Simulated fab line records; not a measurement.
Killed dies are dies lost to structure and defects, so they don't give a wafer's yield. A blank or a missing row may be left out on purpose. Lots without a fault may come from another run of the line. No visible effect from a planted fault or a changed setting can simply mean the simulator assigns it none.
fab line records | flow nandHarc
record: lots: 13 wafers: 39 lastDay: 34
route steps=1302 shown A_CHANNEL_FILL_D1@495 A_DECK1_JOINT@542 A_CHANNEL_HOLE_D2@570
lots that met no fault: from a run of the same line without faults
startH: hours from the record's opening day to when the first of the lot's shown wafers began | waitH: how many hours have passed since the lot's step before this one | " same as the row above | L1.1+2: several wafers, shown together as one row | - no value, or no start given | * or withheld: withheld | < > ~ a bound
route shown NAME@n: names a module that has steps shown in the file, with the first one's number in the route | usual: mean and standard deviation over wafers with no fault | same: alike in all rows | chamber/n: place in a boat | sites: per-site readings | _std_site: the values' standard deviation | _edge_site: outer sites' mean less inner sites' | radiusMm: how far each site lies from the wafer's centre | mask NAME#n: copy n | behind: tool/chamber where the wafer was last shaped | hold: why the lot went on hold/how many hours it stayed there/how the hold came to an end | device: the transistor (n, p or np) that didn't switch | end of line: the same wafers' tests at the end of the route | where a step has no rows: the recipe by itself | killed: at the first sort, the dies lost to defects and structure; wafer yield is something else | map: per-die view of a wafer (x killed, . not killed, _ where there is no die)
set.NAME: setting as actually run; set.NAME@STEP: the setting as run at that earlier step | model.NAME: the simulator's own value behind a step, which no gauge read
route steps across a sampled set of lots; one table per step, one row per wafer
services: a tool's chamber out of use, with start hour (startH, from the record's first day; less than 0 if before it), hours out, and reason
== steps ==
step: NHARC_A_CHANNEL_FILL_D1_ALD_15
recipe: targetThkA: 20 pulseTimeS: 60 aldCycles: 19 tempC: 630 pressureTorr: 2 material: SiNx
usual: precursorPulseHeightRel: 0.997/0.019
columns lot.wafer tool chamber startH waitH precursorPulseHeightRel
L405.1 aldSinBatch-03 0 - - 1.002
L405.2 " 0 " " 1.021
L405.4 " 0 " " 0.987
L406.3 aldSinBatch-03 0 - - 0.989
L406.5 " 0 " " 1.031
L406.6 " 0 " " 0.987
L407.4 aldSinBatch-01 0 - - 0.994
L407.5 " 0 " " 0.977
L407.6 " 0 " " 1.021
L408.1 aldSinBatch-02 0 - - 0.969
L408.2 " 0 " " 0.978
L408.3 " 0 " " 1.009
L409.1 aldSinBatch-03 0 - - 1.011
L409.2 " 0 " " 0.991
L409.4 " 0 " " 0.992
L410.2 aldSinBatch-02 0 - - 0.998
L410.5 " 0 " " 1.007
L410.6 " 0 " " 0.961
L412.1 aldSinBatch-03 0 - - 1.011
L412.3 " 0 " " 0.998
L412.5 " 0 " " 1.000
L416.1 aldSinBatch-01 0 - - 1.008
L416.2 " 0 " " 1.034
L416.4 " 0 " " 0.971
L419.4 aldSinBatch-03 0 - - 1.014
L419.5 " 0 " " 0.987
L419.6 " 0 " " 0.974
L422.1 aldSinBatch-01 0 - - 1.026
L422.2 " 0 " " 1.035
L422.3 " 0 " " 0.989
L424.2 aldSinBatch-01 0 - - 0.972
L424.3 " 0 " " 0.969
L424.4 " 0 " " 0.969
L427.2 aldSinBatch-01 0 418.73 2.8 1.031
L427.4 " 0 " " 1.011
L427.5 " 0 " " 0.959
L428.1 aldSinBatch-02 0 - - 1.030
L428.3 " 0 " " 1.001
L428.4 " 0 " " 0.966
step: NHARC_A_DECK1_JOINT_DEP_16
recipe: targetThkA: 450 tempC: 400 pressureTorr: 6.5 rfW: 900 teosFlowSccm: 161.4 flowSccm: 2650 targetThkNm: 45 gas: O2 material: SiO2
usual: heaterPowerW: 566/110 throttleValvePct: 15.9/0.79
columns lot.wafer tool chamber startH waitH heaterPowerW throttleValvePct
L405.2 pecvd-01 1 283.09 0.1 689 17.4
L405.1 " 0 " " 515 14.4
L405.4 " 1 " " 699 17.1
L406.3 pecvd-01 0 294.64 0.1 544 14.5
L406.6 " 0 " " 534 14.6
L406.5 " 1 " " 798 16.9
L407.5 pecvd-02 0 294.73 0.2 547 15.6
L407.6 " 1 " " 535 16.2
L407.4 " 2 " " 585 17.2
L408.2 pecvd-02 2 306.79 0.1 561 17.3
L408.1 " 0 " " 524 15.5
L408.3 " 1 " " 516 16.6
L409.2 pecvd-02 2 318.73 0.1 552 17.3
L409.1 " 0 " " 475 15.4
L409.4 " 0 " " 479 15.7
L410.2 pecvd-01 0 335.31 0.1 525 14.5
L410.6 " 2 " " 488 15.6
L410.5 " 0 " " 532 14.5
L412.1 pecvd-01 0 355.22 0.1 430 14.3
L412.3 " 1 " " 668 15.8
L412.5 " 1 " " 667 16.3
L416.1 pecvd-02 2 395.19 0.1 559 17.3
L416.2 " 0 " " 563 15.9
L416.4 " 2 " " 540 17.3
L419.4 pecvd-01 1 438.36 0.2 817 16.0
L419.6 " 2 " " 461 15.7
L419.5 " 0 " " 428 14.8
L422.2 pecvd-01 0 442.04 0.1 447 14.9
L422.3 " 1 " " 792 16.4
L422.1 " 2 " " 494 15.8
L424.3 pecvd-03 0 474.07 0.1 576 15.4
L424.2 " 2 " " 388 15.9
L424.4 " 2 " " 383 15.9
L427.2 pecvd-02 0 493.50 0.1 569 15.0
L427.4 " 2 " " 512 17.6
L427.5 " 2 " " 509 17.5
L428.3 pecvd-03 0 503.91 0.1 609 15.7
L428.1 " 1 " " 725 15.9
L428.4 " 0 " " 592 15.4
step: NHARC_A_DECK1_JOINT_THK_MEAS_17
recipe: thkMeasGauge: ellipsometry
usual: thkNm: 44.8/1.3
columns lot.wafer tool chamber startH waitH thkNm
L405.1 filmMetro-01 - 283.37 0.2 44.9
L405.2 " - " " 42.3
L405.4 " - " " 46.8
L407.4 filmMetro-01 - 294.93 0.1 47.2
L407.5 " - " " 45.6
L407.6 " - " " 43.7
L406.3 filmMetro-02 - 294.93 0.3 43.8
L406.5 " - " " 44.5
L406.6 " - " " 44.5
L408.1 filmMetro-01 - 307.06 0.2 46.7
L408.2 " - " " 45.0
L408.3 " - " " 42.1
L409.1 filmMetro-02 - 318.98 0.2 45.8
L409.2 " - " " 43.4
L409.4 " - " " 46.6
L410.2 filmMetro-01 - 335.56 0.2 43.8
L410.5 " - " " 45.7
L410.6 " - " " 44.5
L412.1 filmMetro-01 - 355.47 0.2 43.2
L412.3 " - " " 43.9
L412.5 " - " " 43.5
L416.1 filmMetro-02 - 395.44 0.2 44.4
L416.2 " - " " 44.6
L416.4 " - " " 45.6
L419.4 filmMetro-02 - 438.56 0.2 58.7
L419.5 " - " " 57.6
L419.6 " - " " 56.7
L422.1 filmMetro-02 - 442.32 0.2 58.8
L422.2 " - " " 57.5
L422.3 " - " " 56.5
L424.2 filmMetro-01 - 474.35 0.2 43.9
L424.3 " - " " 45.1
L424.4 " - " " 46.3
L427.2 filmMetro-01 - 493.82 0.3 46.1
L427.4 " - " " 44.5
L427.5 " - " " 45.6
L428.1 filmMetro-02 - 504.16 0.2 44.0
L428.3 " - " " 46.2
L428.4 " - " " 45.0
step: NHARC_A_DECK1_JOINT_INSPECT_05
usual: rawDefectCount: 354/150
columns lot.wafer tool chamber startH waitH rawDefectCount
L405.1 defectInspect-02 - 283.40 0.0 330
L405.2 " - " " 275
L405.4 " - " " 517
L407.4 defectInspect-01 - 294.96 0.0 272
L407.5 " - " " 376
L407.6 " - " " 235
L406.3 defectInspect-02 - 294.96 0.0 182
L406.5 " - " " 164
L406.6 " - " " 339
L408.1 defectInspect-01 - 307.10 0.0 221
L408.2 " - " " 339
L408.3 " - " " 434
L409.1 defectInspect-01 - 319.02 0.0 289
L409.2 " - " " 258
L409.4 " - " " 330
L410.2 defectInspect-01 - 335.60 0.0 420
L410.5 " - " " 241
L410.6 " - " " 355
L412.1 defectInspect-02 - 355.50 0.0 239
L412.3 " - " " 241
L412.5 " - " " 525
L416.1 defectInspect-01 - 395.48 0.0 308
L416.2 " - " " 474
L416.4 " - " " 328
L419.4 defectInspect-02 - 438.60 0.0 343
L419.5 " - " " 364
L419.6 " - " " 231
L422.1 defectInspect-01 - 442.35 0.0 661
L422.2 " - " " 594
L422.3 " - " " 486
L424.2 defectInspect-02 - 474.39 0.0 215
L424.3 " - " " 204
L424.4 " - " " 318
L427.2 defectInspect-01 - 493.85 0.0 338
L427.4 " - " " 310
L427.5 " - " " 437
L428.1 defectInspect-02 - 504.20 0.0 616
L428.3 " - " " 355
L428.4 " - " " 494
step: NHARC_A_CHANNEL_HOLE_D2_DEP_00
recipe: targetThkA: 31000 tempC: 400 material: aC
usual: throttleValvePct: 35.000/0.0091
columns lot.wafer tool chamber startH waitH throttleValvePct
L405.1 aclDep-02 0 299.99 2.6 34.999
L405.2 " 0 " " 34.989
L405.4 " 0 " " 34.995
L406.3 aclDep-02 0 313.57 5.3 34.983
L406.5 " 0 " " 35.002
L406.6 " 0 " " 34.986
L407.4 aclDep-01 0 314.10 5.8 34.990
L407.5 " 0 " " 35.010
L407.6 " 0 " " 34.989
L408.1 aclDep-03 0 320.83 0.1 34.992
L408.2 " 0 " " 34.990
L408.3 " 0 " " 34.998
L409.1 aclDep-02 0 336.79 3.9 35.003
L409.2 " 0 " " 34.980
L409.4 " 0 " " 35.004
L410.2 aclDep-02 0 351.22 2.6 35.009
L410.5 " 0 " " 34.978
L410.6 " 0 " " 35.006
L412.1 aclDep-02 0 373.29 4.2 34.985
L412.3 " 0 " " 35.014
L412.5 " 0 " " 34.992
L416.1 aclDep-01 0 408.50 0.1 35.004
L416.2 " 0 " " 35.011
L416.4 " 0 " " 34.998
L419.4 aclDep-02 0 453.40 1.0 34.994
L419.5 " 0 " " 34.990
L419.6 " 0 " " 35.017
L422.1 aclDep-01 0 459.06 0.1 35.006
L422.2 " 0 " " 34.996
L422.3 " 0 " " 34.992
L424.2 aclDep-01 0 490.15 2.2 35.006
L424.3 " 0 " " 34.989
L424.4 " 0 " " 34.991
L427.2 aclDep-03 0 509.97 1.2 35.016
L427.4 " 0 " " 35.005
L427.5 " 0 " " 34.993
L428.1 aclDep-02 0 517.40 0.1 35.001
L428.3 " 0 " " 35.001
L428.4 " 0 " " 34.995
== services ==
columns tool chamber startH hours kind
aclDep-01 - 189.90 13.0 pm
aclDep-01 - 203.41 5.7 repair
aldSinBatch-01 - 209.06 5.9 repair
pecvd-02 - 227.00 13.0 pm
pecvd-03 - 233.55 0.4 repair
pecvd-02 - 245.64 1.5 repair
aclDep-02 - 246.35 13.0 pm
aldSinBatch-02 - 266.00 26.0 pm
aclDep-03 - 300.61 13.0 pm
pecvd-01 - 311.00 13.0 pm
pecvd-01 0 311.00 13.0 ventCycle
pecvd-01 1 311.00 13.0 ventCycle
pecvd-01 2 311.00 13.0 ventCycle
pecvd-01 0 324.00 - clean
pecvd-03 - 366.18 13.0 pm
aclDep-01 - 370.95 13.0 pm
pecvd-02 - 408.23 13.0 pm
aclDep-02 - 428.44 13.0 pm
pecvd-02 1 471.41 25.9 repair
aclDep-03 - 481.68 13.0 pm
aldSinBatch-02 - 488.00 32.1 repair
pecvd-01 - 492.14 13.0 pm
aldSinBatch-01 - 506.00 26.0 pm
pecvd-02 2 513.72 5.7 repair
== key ==
firstSign: step: NHARC_A_DECK1_JOINT_THK_MEAS_17 reading: thkNm direction: up sigmas: 9.9 usual: 44.8 struck: 57.6
effect none on later readings
metAt NHARC_A_DECK1_JOINT_DEP_16
struckLots L419,L422
testerLeftOut L419,L422
notActingAt NHARC_A_CHANNEL_FILL_D1_ALD_15,NHARC_A_DECK1_JOINT_INSPECT_05,NHARC_A_CHANNEL_HOLE_D2_DEP_00
onsetBetween 355.22 438.36
fault: kind: processParameterDrift tool: pecvd-01 chamber: - onsetH: 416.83 steps: NHARC_A_DECK1_JOINT_DEP_16 channel: targetThkNm offset: 12.793 shape: step endH: 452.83 actsIn: theseRecipesOnly stated: 45
testerLeftOut: of these lots the tester's yield and bins aren't shown, on N5 and GAA mostly nor the transistor test; their killed dies are dies lost to structure and defects alone, not to doping, threshold or leakage, so they don't give the yield
